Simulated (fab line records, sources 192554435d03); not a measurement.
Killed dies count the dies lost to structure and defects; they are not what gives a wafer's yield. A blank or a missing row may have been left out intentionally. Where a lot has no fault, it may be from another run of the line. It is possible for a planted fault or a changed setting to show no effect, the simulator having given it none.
fab line records	flow n5_finfet
[record] lots = 6	wafers = 18	last_day = 16
route steps=1938 shown MIM_BOT_ETCH@1867 PASS1_CAP@1873 TV_LITHO@1875 PASSIVATION@1936
lots that met no fault: from a run of the same line without faults
start_h: hours from the record's first day to the start of the lot's first wafer shown	wait_h: how many hours have passed since the lot's step before this one	" same as the row above	L1.1+2: a single row standing in for several wafers	- no value present, or no start provided	* or withheld: withheld	< > ~ a bound
route shown NAME@n: NAME is a module with steps in the file, n the number in the route of the first one	usual: mean and standard deviation over wafers with no fault	same: alike in all rows	chamber/n: place in a boat	sites: the reading at each site	_std_site: the values' standard deviation	_edge_site: inner sites' mean taken away from outer sites' mean	radius_mm: how far each site lies from the wafer's centre	mask NAME#n: copy n	behind: the last tool/chamber to shape the wafer	hold: what put the lot on hold/how long, in hours/how the hold closed	device: which transistor (n, p or np) failed to switch	end of line: the route-end tests of the same wafers	where a step has no rows: the recipe by itself	killed: count of dies lost to structure and defects at first sort (not the wafer's yield)	map: the dies of a wafer, with x for killed, . for not killed, _ for no die there
set.NAME: the setting the step ran with; set.NAME@STEP: the setting that earlier step ran with	model.NAME: the simulator's own value behind a step, which no gauge read
certain route steps with their lots: each step a table, each wafer a row
services: a tool's chamber out of use, with start hour (start_h, from the record's first day; less than 0 if before it), hours out, and reason
[[steps]]
[step N5_MIM_BOT_ETCH_ETCH_03]
[recipe] chemistry = Cl2/BCl3	target_depth_a = 120	pressure_mtorr = 8	icp_w = 800	bias_w = 100	Cl2_flow_sccm = 20	bcl3_flow_sccm = 80
[usual] drypump_motor_current_A = 5.7/0.45	oes_product_au = 0.86/0.097	rf_fwd_power_W = 794.5/2.8	throttle_valve_pct = 27.6/0.43
lot.wafer	tool	chamber	start_h	wait_h	drypump_motor_current_A	oes_product_au	rf_fwd_power_W	rf_hours_counter_h	throttle_valve_pct
L396.1	rie_metal-03	1	302.83	0.1	5.3	0.79	791.0	30	27.1
L396.2	"	0	"	"	6.3	0.78	792.2	51	27.9
L396.5	"	1	"	"	5.3	0.78	790.5	-	27.1
L395.1	rie_metal-01	0	314.11	0.1	4.8	0.86	796.4	24	28.3
L395.2	"	1	"	"	5.8	0.93	797.8	5	27.3
L395.4	"	0	"	"	4.8	0.86	796.9	-	28.3
L402.2	rie_metal-01	0	360.65	0.1	4.9	0.83	796.6	29	28.3
L402.3	"	0	"	"	4.9	0.83	797.4	-	28.3
L402.5	"	1	"	"	5.8	0.91	792.3	-	27.3
L403.1	rie_metal-02	1	367.47	0.1	5.7	0.95	794.7	5	27.3
L403.3	"	0	"	"	6.0	0.92	792.5	-	27.1
L403.5	"	1	"	"	5.8	0.94	792.9	-	27.3
L404.1	rie_metal-02	0	368.81	0.1	6.0	0.92	796.8	6	27.2
L404.2	"	1	"	"	5.8	0.94	799.2	5	27.3
L404.5	"	0	"	"	6.0	0.93	794.5	-	27.1
L406.1	rie_metal-02	0	370.74	0.1	6.0	0.93	790.8	6	27.1
L406.2	"	1	"	"	5.7	0.94	793.1	5	27.3
L406.3	"	0	"	"	6.0	0.93	788.8	-	27.2
[step N5_MIM_BOT_ETCH_ETCH_00]
[recipe] chemistry = Cl2/BCl3	target = TiN	target_depth_a = 455	ion_energy_ev = 150	pressure_mtorr = 10	icp_w = 1000	bias_w = 126	Cl2_flow_sccm = 53.25	bcl3_flow_sccm = 21.75	Ar_flow_sccm = 25
[usual] drypump_motor_current_A = 5.7/0.44	oes_product_au = 0.86/0.097	rf_fwd_power_W = 995.1/2.9	throttle_valve_pct = 21.9/0.33
lot.wafer	tool	chamber	start_h	wait_h	drypump_motor_current_A	oes_product_au	rf_fwd_power_W	rf_hours_counter_h	throttle_valve_pct
L396.1	rie_metal-03	1	302.92	0.1	5.3	0.79	993.8	30	21.5
L396.2	"	0	"	"	6.3	0.79	996.9	51	22.2
L396.5	"	1	"	"	5.3	0.79	992.2	-	21.6
L395.1	rie_metal-01	0	314.20	0.1	4.9	0.85	996.5	24	22.5
L395.2	"	1	"	"	5.8	0.93	990.7	5	21.7
L395.4	"	0	"	"	4.8	0.85	995.6	-	22.4
L402.2	rie_metal-01	0	360.74	0.1	4.8	0.83	1002.1	29	22.5
L402.3	"	0	"	"	4.8	0.84	999.8	-	22.5
L402.5	"	1	"	"	5.8	0.90	990.8	-	21.7
L403.1	rie_metal-02	1	367.56	0.1	5.8	0.94	995.5	5	21.8
L403.3	"	0	"	"	6.0	0.93	992.0	-	21.6
L403.5	"	1	"	"	5.8	0.94	999.7	-	21.8
L404.1	rie_metal-02	0	368.90	0.1	6.0	0.92	995.9	6	21.6
L404.2	"	1	"	"	5.8	0.93	992.9	5	21.8
L404.5	"	0	"	"	6.0	0.92	994.2	-	21.6
L406.1	rie_metal-02	0	370.83	0.1	6.0	0.92	995.3	6	21.6
L406.2	"	1	"	"	5.8	0.95	993.2	5	21.8
L406.3	"	0	"	"	5.9	0.92	997.4	-	21.6
[step N5_MIM_BOT_ETCH_STRIP_01]
[recipe] chemistry = O2	power_w = 600	temp_c = 60	pressure_mtorr = 30	rf_frequency_hz = 6e+07	bias_power_w = 0	overash_fraction = 0.5	o2_flow_sccm = 225
[usual] drypump_motor_current_A = 6.0/0.4	oes_product_au = 0.80/0.089	rf_vpp_V = 3.7/1.4	showerhead_plenum_p_Torr = 2.10/0.065	temp_c = 60.00/0.12	throttle_valve_pct = 16.67/0.2
[same] overash_fraction = 0.5
lot.wafer	tool	chamber	start_h	wait_h	drypump_motor_current_A	oes_product_au	rf_hours_counter_h	rf_vpp_V	showerhead_plenum_p_Torr	temp_c	throttle_valve_pct
L396.1	rie_diel-06	1	303.06	0.1	6.6	0.90	49	5.1	2.12	60.07	16.35
L396.2	"	0	"	"	6.0	0.81	70	2.8	2.22	59.84	16.85
L396.5	"	2	"	"	6.0	0.90	-	3.4	2.07	59.94	16.64
L395.1	rie_diel-03	3	314.35	0.1	5.9	0.71	234	2.3	2.06	60.02	16.96
L395.2	"	0	"	"	6.5	0.84	78	3.0	2.11	59.85	16.91
L395.4	"	2	"	"	5.8	0.84	54	3.2	2.15	59.85	16.84
L402.2	rie_diel-06	1	360.88	0.1	6.7	0.85	71	5.0	2.11	59.98	16.33
L402.3	"	0	"	"	6.1	0.79	91	3.0	2.21	60.18	16.89
L402.5	"	3	"	"	5.6	0.66	-	1.8	2.06	59.99	16.83
L403.1	rie_diel-06	1	368.15	0.6	6.6	0.84	74	6.1	2.11	59.94	16.40
L403.3	"	2	"	"	5.9	0.87	58	5.3	2.06	59.91	16.68
L403.5	"	2	"	"	5.9	0.87	-	1.6	2.06	59.90	16.65
L404.1	rie_diel-04	2	369.17	0.2	5.5	0.75	133	5.4	2.03	59.95	16.74
L404.2	"	1	"	"	6.6	0.95	10	3.0	2.14	59.86	16.42
L404.5	"	2	"	"	5.5	0.75	-	3.4	2.04	60.07	16.74
L406.1	rie_diel-03	0	370.97	0.1	6.5	0.80	102	5.5	2.10	59.98	16.88
L406.2	"	1	"	"	5.5	0.68	255	3.1	2.16	59.91	16.76
L406.3	"	0	"	"	6.5	0.82	-	3.9	2.10	59.87	16.91
[step N5_MIM_BOT_ETCH_STRIP_02]
[recipe] chemistry = post_etch_residue_remover	time_s = 1200	temp_c = 72.5
[step N5_MIM_BOT_ETCH_CLEAN_05]
[recipe] chemistry = IPA	time_s = 180	temp_c = 25
[step N5_MIM_BOT_ETCH_SRD_06]
[recipe] dry = ipa_marangoni	time_s = 30	temp_c = 23	rinse_liquid = diw
[step N5_PASSIVATION_PECVD_55]
[recipe] material = SiO2	target_thk_a = 4000	temp_c = 400	precursor = SiH4/N2O	pressure_torr = 2.7	rf_w = 608	time_s = 22.5
[usual] heater_power_w = 590/85	rf_fwd_power_W = 599.4/2.2	showerhead_plenum_p_Torr = 8.10/0.1	throttle_valve_pct = 50.7/2.5
[same] time_s = 22.5
lot.wafer	tool	chamber	start_h	wait_h	heater_power_w	rf_fwd_power_W	showerhead_plenum_p_Torr	throttle_valve_pct
L396.1	pecvd-04	1	303.56	0.0	488	600.1	8.05	52.8
L396.2	"	0	"	"	676	599.5	8.04	54.5
L396.5	"	1	"	"	512	599.2	8.07	52.6
L395.1	pecvd-04	0	315.25	0.0	693	602.6	8.04	54.3
L395.2	"	1	"	"	440	600.4	8.06	52.8
L395.4	"	1	"	"	452	602.1	8.07	52.2
L402.2	pecvd-02	0	361.38	0.0	718	600.1	7.99	52.6
L402.3	"	2	"	"	524	600.8	8.24	48.5
L402.5	"	2	"	"	538	598.9	8.25	48.2
L403.1	pecvd-04	1	368.65	0.0	503	600.8	8.05	52.9
L403.3	"	0	"	"	626	600.4	8.03	54.4
L403.5	"	2	"	"	542	596.4	8.10	47.7
L404.1	pecvd-03	0	369.70	0.0	584	597.0	8.33	48.7
L404.2	"	2	"	"	676	600.7	8.14	52.6
L404.5	"	2	"	"	679	600.4	8.15	52.8
L406.1	pecvd-04	2	371.49	0.0	668	597.6	8.13	47.7
L406.2	"	1	"	"	480	601.9	8.08	52.2
L406.3	"	0	"	"	721	601.1	8.01	54.7
[step N5_PASSIVATION_PECVD_01]
[recipe] material = SiNx	target_thk_a = 2000	temp_c = 400	precursor = SiH4/NH3/N2	pressure_torr = 4.9	rf_w = 1406	time_s = 43.2
[usual] heater_power_w = 316/84	rf_fwd_power_W = 1392/5.2	showerhead_plenum_p_Torr = 8.63/0.068	throttle_valve_pct = 28.7/1.4
[same] time_s = 43.2
lot.wafer	tool	chamber	start_h	wait_h	heater_power_w	rf_fwd_power_W	showerhead_plenum_p_Torr	throttle_valve_pct
L396.1	pecvd-04	1	303.60	0.0	142	1390	8.61	29.6
L396.2	"	0	"	"	398	1390	8.60	30.6
L396.5	"	1	"	"	154	1387	8.58	29.6
L395.1	pecvd-04	0	315.28	0.0	320	1393	8.59	30.9
L395.2	"	1	"	"	111	1396	8.58	29.7
L395.4	"	1	"	"	124	1392	8.61	29.4
L402.2	pecvd-02	0	361.41	0.0	393	1393	8.56	30.0
L402.3	"	2	"	"	335	1393	8.74	27.6
L402.5	"	2	"	"	336	1399	8.74	27.5
L403.1	pecvd-04	1	368.68	0.0	231	1387	8.60	29.6
L403.3	"	0	"	"	328	1402	8.57	30.8
L403.5	"	2	"	"	384	1388	8.62	27.1
L404.1	pecvd-03	0	369.73	0.0	264	1391	8.80	27.8
L404.2	"	2	"	"	403	1390	8.68	29.9
L404.5	"	2	"	"	419	1394	8.68	29.9
L406.1	pecvd-04	2	371.53	0.0	311	1393	8.64	27.1
L406.2	"	1	"	"	212	1398	8.61	29.7
L406.3	"	0	"	"	410	1395	8.59	31.0
[step N5_PASSIVATION_HMDS_03]
[recipe] time_s = 60	temp_c = 120
[step N5_PASSIVATION_COAT_04]
[recipe] spin_rpm = *	resist_thk_nm = *
[step N5_PASSIVATION_EBR_06]
[recipe] solvent = PGMEA	ebr_width_mm = 1.5
[step N5_PASSIVATION_SOFTBAKE_05]
[recipe] temp_c = 100	time_s = 90
[step N5_PASSIVATION_EXPOSE_07]
[recipe] mask_id = TV	na = 0.55	source_shape = conventional	sigma_outer = 0.8	polarization = unpolarized	defocus_nm = 0	target_cd_nm = 3000	dose_mj = 22.75
[usual] exposure_dose_mJ_cm2 = 22.754/0.021
[same] sigma_outer = 0.8
lot.wafer	tool	chamber	start_h	wait_h	mask	exposure_dose_mJ_cm2
L396.1	krf_scanner-02	0	303.78	-	TV#0	22.747
L396.2	"	0	"	"	TV#0	22.765
L396.5	"	0	"	"	TV#0	22.773
L395.1	krf_scanner-01	0	317.07	-	TV#0	22.751
L395.2	"	0	"	"	TV#0	22.736
L395.4	"	0	"	"	TV#0	22.754
L402.2	krf_scanner-01	0	364.18	-	TV#0	23.327
L402.3	"	0	"	"	TV#0	23.317
L402.5	"	0	"	"	TV#0	23.278
L403.1	krf_scanner-01	0	371.00	-	TV#0	23.317
L403.3	"	0	"	"	TV#0	23.324
L403.5	"	0	"	"	TV#0	23.334
L404.1	krf_scanner-02	0	371.16	-	TV#0	22.758
L404.2	"	0	"	"	TV#0	22.776
L404.5	"	0	"	"	TV#0	22.779
L406.1	krf_scanner-02	0	372.47	-	TV#0	22.755
L406.2	"	0	"	"	TV#0	22.745
L406.3	"	0	"	"	TV#0	22.771
[step N5_PASSIVATION_PEB_08]
[recipe] peb_temp_c = withheld	peb_time_s = *
[step N5_PASSIVATION_PROBE_49]
[usual] defect_limited_yield = 91.2/1.5	killed_at_M0_to_M3 = 31/10	killed_at_M4_up = 15/5.9	killed_at_contacts = 13/6	killed_at_front_end = 41/11	killed_at_other = 4/3.1	killed_dies = 104/18	killed_open = 68/13	killed_short = 33/8.1	sort_bin_5_function = 5.1/1.1	sort_bin_6_memory = 3.2/0.69	sort_bin_8_speed = 0.01/0.045	sort_n_pass = 1076/18	sort_yield_pct = 91.2/1.5
[same] gross_dies = 1180	killed_at_back_side = 0	sort_bin_4_leakage[%] = 0
lot.wafer	tool	chamber	start_h	wait_h	defect_limited_yield[%]	killed_at_M0_to_M3	killed_at_M4_up	killed_at_contacts	killed_at_front_end	killed_at_other	killed_dies	killed_open	killed_short	sort_bin_5_function[%]	sort_bin_6_memory[%]	sort_bin_8_speed[%]	sort_n_pass	sort_yield_pct[%]
L396.1	prober-02	-	310.54	0.0	92.4	14	15	22	37	2	90	57	29	4.1	3.1	0	1090	92.4
L396.2	prober-02	-	310.59	0.1	92.3	40	15	7	29	0	91	56	35	3.5	4.0	0	1089	92.3
L396.5	prober-02	-	310.74	0.2	91.5	34	14	12	39	1	100	72	24	5.4	2.5	0	1080	91.5
L395.1	prober-02	-	324.38	0.0	92.4	32	10	15	28	5	90	59	29	4.8	2.4	0	1090	92.4
L395.2	prober-02	-	324.43	0.1	93.8	25	11	7	25	5	73	40	22	3.4	2.0	0	1107	93.8
L395.4	prober-02	-	324.53	0.2	89.7	42	13	19	44	4	122	76	34	6.4	3.1	0	1058	89.7
L402.2	prober-01	-	372.33	0.1	93.2	27	7	3	41	2	80	42	30	3.3	2.5	0	1100	93.2
L402.3	prober-01	-	372.38	0.1	93.1	25	12	6	35	3	81	42	39	3.8	2.8	0	1099	93.1
L402.5	prober-01	-	372.48	0.2	92.5	41	10	13	24	0	88	57	21	4.2	2.3	0	1092	92.5
L404.1	prober-01	-	379.06	0.0	94.2	20	11	14	21	2	68	46	22	3.7	1.9	0	1112	94.2
L404.2	prober-01	-	379.11	0.1	91.5	37	11	16	35	1	100	72	25	4.1	3.9	0	1080	91.5
L404.5	prober-01	-	379.26	0.2	93.5	26	9	14	28	0	77	56	20	3.7	2.5	0.08	1103	93.5
L403.1	prober-01	-	379.36	0.0	90.4	38	10	15	46	4	113	73	32	5.7	3.0	0	1067	90.4
L403.3	prober-01	-	379.46	0.1	91.5	29	16	11	42	2	100	65	30	4.5	3.2	0	1080	91.5
L403.5	prober-01	-	379.56	0.2	91.3	20	7	25	48	3	103	76	27	6.1	2.5	0	1077	91.3
L406.1	prober-01	-	381.15	0.0	90.2	44	4	2	57	9	116	69	46	5.6	3.8	0	1064	90.2
L406.2	prober-01	-	381.20	0.1	90.9	26	4	17	47	13	107	71	36	5.3	3.6	0	1073	90.9
L406.3	prober-01	-	381.25	0.1	94.0	22	5	7	36	1	71	46	25	3.0	2.8	0	1109	94.0
// killed by level:class
L396.1 MOL_CONTACT_COAG:geometric_particle:open=18 BEOL_M4:geometric_particle:open=8 FIN_SAQP:geometric_particle:open=5 STI_FIN_REVEAL:geometric_particle:open=4 GATE_CUT:geometric_particle:short=4 MOL_CONTACT_COAG:geometric_particle:short=4 BEOL_M0_SAQP:geometric_particle:open=4 BEOL_M1:geometric_particle:open=4
L396.2 BEOL_M3:geometric_particle:open=10 BEOL_M0_SAQP:geometric_particle:short=8 BEOL_M1:geometric_particle:open=7 BEOL_M5:geometric_particle:open=6 FIN_SAQP:geometric_particle:open=5 MOL_CONTACT_COAG:geometric_particle:open=5 BEOL_M4:geometric_particle:open=5 FIN_SAQP:geometric_particle:short=4
L396.5 BEOL_M3:geometric_particle:open=16 MOL_CONTACT_COAG:geometric_particle:open=12 BEOL_M4:geometric_particle:open=9 FIN_SAQP:geometric_particle:open=6 DUMMY_GATE:geometric_particle:open=6 BEOL_M1:geometric_particle:open=6 FIN_SAQP:geometric_particle:short=4 BEOL_M2:geometric_particle:open=4
L395.1 MOL_CONTACT_COAG:geometric_particle:open=9 BEOL_M2:geometric_particle:open=9 FIN_SAQP:geometric_particle:open=7 MOL_CONTACT_COAG:geometric_particle:short=6 BEOL_M3:geometric_particle:open=6 BEOL_M0_SAQP:geometric_particle:open=5 BEOL_M0_SAQP:geometric_particle:short=4 BEOL_M2:geometric_particle:short=4
L395.2 HKMG_FIN:area_etch=8 MOL_CONTACT_COAG:geometric_particle:open=7 BEOL_M2:geometric_particle:open=6 BEOL_M3:geometric_particle:open=6 FIN_SAQP:geometric_particle:open=4 FIN_SAQP:geometric_particle:short=4 BEOL_M4:geometric_particle:open=4 BEOL_M0_SAQP:geometric_particle:open=3
L395.4 BEOL_M2:geometric_particle:open=14 MOL_CONTACT_COAG:geometric_particle:open=13 FIN_SAQP:geometric_particle:open=11 BEOL_M0_SAQP:geometric_particle:open=10 HKMG_FIN:area_etch=9 BEOL_M3:geometric_particle:open=7 MOL_CONTACT_COAG:geometric_particle:short=6 STARTING-WAFER:geometric_particle:short=6
L402.2 FIN_SAQP:geometric_particle:short=9 BEOL_M1:geometric_particle:open=9 HKMG_FIN:area_etch=8 FIN_SAQP:geometric_particle:open=6 BEOL_M0_SAQP:geometric_particle:short=6 DUMMY_GATE:geometric_particle:open=4 BEOL_M4:geometric_particle:open=4 GATE_CUT:geometric_particle:short=3
L402.3 FIN_SAQP:geometric_particle:short=9 GATE_CUT:geometric_particle:short=9 FIN_SAQP:geometric_particle:open=8 BEOL_M0_SAQP:geometric_particle:short=7 BEOL_M4:geometric_particle:open=6 MOL_CONTACT_COAG:geometric_particle:open=5 STI_FIN_REVEAL:geometric_particle:open=4 BEOL_M2:geometric_particle:open=4
L402.5 BEOL_M3:geometric_particle:open=13 MOL_CONTACT_COAG:geometric_particle:open=11 BEOL_M0_SAQP:geometric_particle:open=9 HKMG_FIN:area_etch=9 BEOL_M0_SAQP:geometric_particle:short=6 FIN_SAQP:geometric_particle:open=4 BEOL_M1:geometric_particle:open=4 STI_FIN_REVEAL:geometric_particle:open=3
L404.1 MOL_CONTACT_COAG:geometric_particle:open=11 FIN_SAQP:geometric_particle:open=5 BEOL_M2:geometric_particle:open=5 BEOL_M0_SAQP:geometric_particle:short=4 BEOL_M3:geometric_particle:open=4 STARTING-WAFER:geometric_particle:short=4 MOL_CONTACT_COAG:geometric_particle:short=3 BEOL_M4:geometric_particle:open=3
L404.2 MOL_CONTACT_COAG:geometric_particle:open=14 FIN_SAQP:geometric_particle:open=12 BEOL_M3:geometric_particle:open=11 BEOL_M2:geometric_particle:open=10 BEOL_M5:geometric_particle:open=6 FIN_SAQP:geometric_particle:short=5 GATE_CUT:geometric_particle:open=4 BEOL_M1:geometric_particle:short=4
L404.5 MOL_CONTACT_COAG:geometric_particle:open=11 BEOL_M3:geometric_particle:open=9 FIN_SAQP:geometric_particle:short=7 BEOL_M2:geometric_particle:open=5 FIN_SAQP:geometric_particle:open=4 DUMMY_GATE:geometric_particle:open=4 BEOL_M0_SAQP:geometric_particle:open=4 BEOL_M1:geometric_particle:open=4
L403.1 STI_FIN_REVEAL:geometric_particle:open=14 MOL_CONTACT_COAG:geometric_particle:open=13 FIN_SAQP:geometric_particle:short=7 BEOL_M1:geometric_particle:open=7 HKMG_FIN:area_etch=7 BEOL_M0:geometric_particle:open=6 FIN_SAQP:geometric_particle:open=5 BEOL_M0_SAQP:geometric_particle:short=5
L403.3 BEOL_M3:geometric_particle:open=11 FIN_SAQP:geometric_particle:open=10 MOL_CONTACT_COAG:geometric_particle:open=10 BEOL_M2:geometric_particle:open=9 FIN_SAQP:geometric_particle:short=7 STI_FIN_REVEAL:geometric_particle:open=6 HKMG_FIN:area_etch=5 BEOL_M5:geometric_particle:open=4
L403.5 MOL_CONTACT_COAG:geometric_particle:open=18 FIN_SAQP:geometric_particle:open=15 STI_FIN_REVEAL:geometric_particle:open=14 MOL_CONTACT_COAG:geometric_particle:short=7 BEOL_M1:geometric_particle:open=7 FIN_SAQP:geometric_particle:short=6 STI_FIN_REVEAL:geometric_particle:short=5 BEOL_M2:geometric_particle:open=3
L406.1 FIN_SAQP:geometric_particle:open=16 BEOL_M0_SAQP:geometric_particle:short=16 STI_FIN_REVEAL:geometric_particle:open=15 FIN_SAQP:geometric_particle:short=8 DUMMY_GATE:geometric_particle:open=6 ILD0:geometric_particle:short=6 BEOL_M0_SAQP:geometric_particle:open=5 BEOL_M0:geometric_particle:open=5
L406.2 MOL_CONTACT_COAG:geometric_particle:open=16 FIN_SAQP:geometric_particle:open=10 STI_FIN_REVEAL:geometric_particle:open=9 BEOL_M2:geometric_particle:open=6 PASS1_CAP:geometric_particle:short=6 STARTING-WAFER:geometric_particle:short=6 FIN_SAQP:geometric_particle:short=5 BEOL_M1:geometric_particle:open=5
L406.3 BEOL_M0_SAQP:geometric_particle:open=11 FIN_SAQP:geometric_particle:short=9 FIN_SAQP:geometric_particle:open=8 STI_FIN_REVEAL:geometric_particle:open=6 MOL_CONTACT_COAG:geometric_particle:open=6 DUMMY_GATE:geometric_particle:open=4 BEOL_M0:geometric_particle:short=4 BEOL_M4:geometric_particle:open=4
[[services]]
tool	chamber	start_h	hours	kind
krf_scanner-01	-	284.76	4.0	repair
pecvd-04	-	286.11	7.2	repair
krf_scanner-02	0	298.89	-	calibration
rie_diel-04	1	300.68	13.4	repair
rie_metal-02	0	302.58	-	clean
rie_metal-02	0	302.58	21.6	scheduled_down
rie_metal-02	0	302.58	21.6	vent_cycle
pecvd-03	1	303.83	6.1	repair
krf_scanner-02	-	308.35	1.0	pm
rie_diel-03	-	309.50	4.3	pm
pecvd-02	2	311.80	1.7	repair
rie_diel-04	0	318.84	5.6	repair
rie_metal-02	1	319.00	20.6	repair
rie_diel-06	3	325.95	5.6	repair
krf_scanner-01	0	330.12	-	calibration
krf_scanner-02	-	343.25	3.6	pm
pecvd-03	2	349.25	8.5	repair
krf_scanner-02	-	358.04	4.4	pm
rie_diel-06	3	365.82	-	clean
rie_diel-06	3	365.82	-	consumable_replace:focus_ring
rie_diel-06	3	365.82	21.5	scheduled_down
rie_diel-06	3	365.82	21.5	vent_cycle
krf_scanner-01	-	365.95	1.0	pm
pecvd-02	0	371.93	6.4	repair
[[key]]
[first_sign] step = N5_PASSIVATION_EXPOSE_07	reading = exposure_dose_mJ_cm2	direction = up	sigmas = 26	usual = 22.754	struck = 23.316
effect none on later readings
met_at N5_PASSIVATION_EXPOSE_07
struck_wafers L402.2,L402.3,L402.5,L403.1,L403.3,L403.5
onset_between 317.07 364.18
[fault] kind = process_parameter_drift	tool = krf_scanner-01	chamber = -	onset_h = 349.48	steps = N5_PASSIVATION_EXPOSE_07	channel = dose_mj	offset = 0.56043	shape = step	acts_in = these_recipes_only	stated = 22.75
